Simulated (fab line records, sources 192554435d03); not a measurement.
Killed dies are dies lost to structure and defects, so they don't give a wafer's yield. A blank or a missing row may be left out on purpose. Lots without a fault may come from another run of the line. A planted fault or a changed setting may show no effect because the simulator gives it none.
Which tool did it? | flow n5_finfet | 13 lots, 37 wafers sampled, at 2 steps of a route of 1938

WHAT THE GAUGES READ, wafer by wafer
N5_BEOL_M6_OCD_MEAS_38.
lot  | measured     | on     | trench_depth_nm (nm)
L898 | day 9 13:05  | ocd-02 | 94.1 94.7 93.6
L897 | day 9 15:23  | ocd-01 | 96.4 96.3 96.1
L894 | day 9 18:10  | ocd-02 | 89.4 95.1 96.9
L899 | day 10 09:52 | ocd-02 | 95.3 97.8 93.3
L900 | day 10 16:13 | ocd-02 | 94.1 94.7 94.1
L903 | day 11 19:23 | ocd-01 | 94.9 94.9 97.5
L906 | day 12 09:42 | ocd-02 | 95.7 92.4 95.7
L907 | day 12 09:45 | ocd-01 | 95.1 94.9 94.9
L911 | day 13 15:08 | ocd-01 | 95.2 95.4
L913 | day 13 21:41 | ocd-02 | 97.6 96.8
L914 | day 14 12:53 | ocd-02 | 95.0 95.1 94.6
L915 | day 14 13:22 | ocd-02 | 97.8 92.6 94.8
L916 | day 15 01:59 | ocd-01 | 94.5 92.1 94.2

N5_BEOL_M6_RS_MEAS_57: measures by four-point-probe.
lot  | measured     | on            | M6_RS (ohm/sq)
L898 | day 9 16:41  | film_metro-01 | 0.290 0.293 0.294
L897 | day 9 17:58  | film_metro-01 | 0.276 0.277 0.270
L894 | day 9 21:30  | film_metro-02 | 0.309 0.287 0.275
L899 | day 10 12:59 | film_metro-01 | 0.278 0.271 0.290
L900 | day 10 19:38 | film_metro-02 | 0.295 0.294 0.292
L903 | day 11 22:25 | film_metro-02 | 0.277 0.285 0.270
L906 | day 12 12:40 | film_metro-02 | 0.282 0.291 0.275
L907 | day 12 14:22 | film_metro-01 | 0.282 0.282 0.277
L911 | day 13 17:28 | film_metro-02 | 0.280 0.282
L913 | day 14 00:19 | film_metro-01 | 0.268 0.272
L914 | day 14 15:25 | film_metro-02 | 0.288 0.295 0.289
L915 | day 14 17:30 | film_metro-02 | 0.275 0.298 0.283
L916 | day 15 04:40 | film_metro-02 | 0.284 0.284 0.283

WHICH TOOL RAN EACH LOT (tool, then ch and the chambers of the sampled wafers, then the start)
The record holds no process step before these readings.

WHAT THE TOOLS THEMSELVES READ (means of the sampled wafers that have a number; where no wafer has one, the mark that the record gives instead)
The record holds no such reading with a usual standard deviation.

THE ANSWER, worked out from the rows above alone
Rule: what is usual is taken from the lots themselves. Put in order of their means at a reading, lots are off if they are a third of the lots or fewer, leave a main group of 4 or more, and stand apart from it by a gap of 3 or more times the standard deviation of the main group's means; of several such gaps the widest counts. A main group whose means are all the same, to the digits that the tables above print for the reading, isn't used. A lot without any number at a reading at which 4 lots or more have one is off too. The other lots that the step has rows for count as sound. The gauges are gone through in route order, then the tools' own readings, and for those a lot's mean is taken as printed above. The first step at which some lot is off is used, and at that step the reading that is off furthest; a lot without a number counts as furthest.
No lot is off at any reading shown: from this, nothing can be told.

WHAT THE SIMULATOR HAD PUT IN
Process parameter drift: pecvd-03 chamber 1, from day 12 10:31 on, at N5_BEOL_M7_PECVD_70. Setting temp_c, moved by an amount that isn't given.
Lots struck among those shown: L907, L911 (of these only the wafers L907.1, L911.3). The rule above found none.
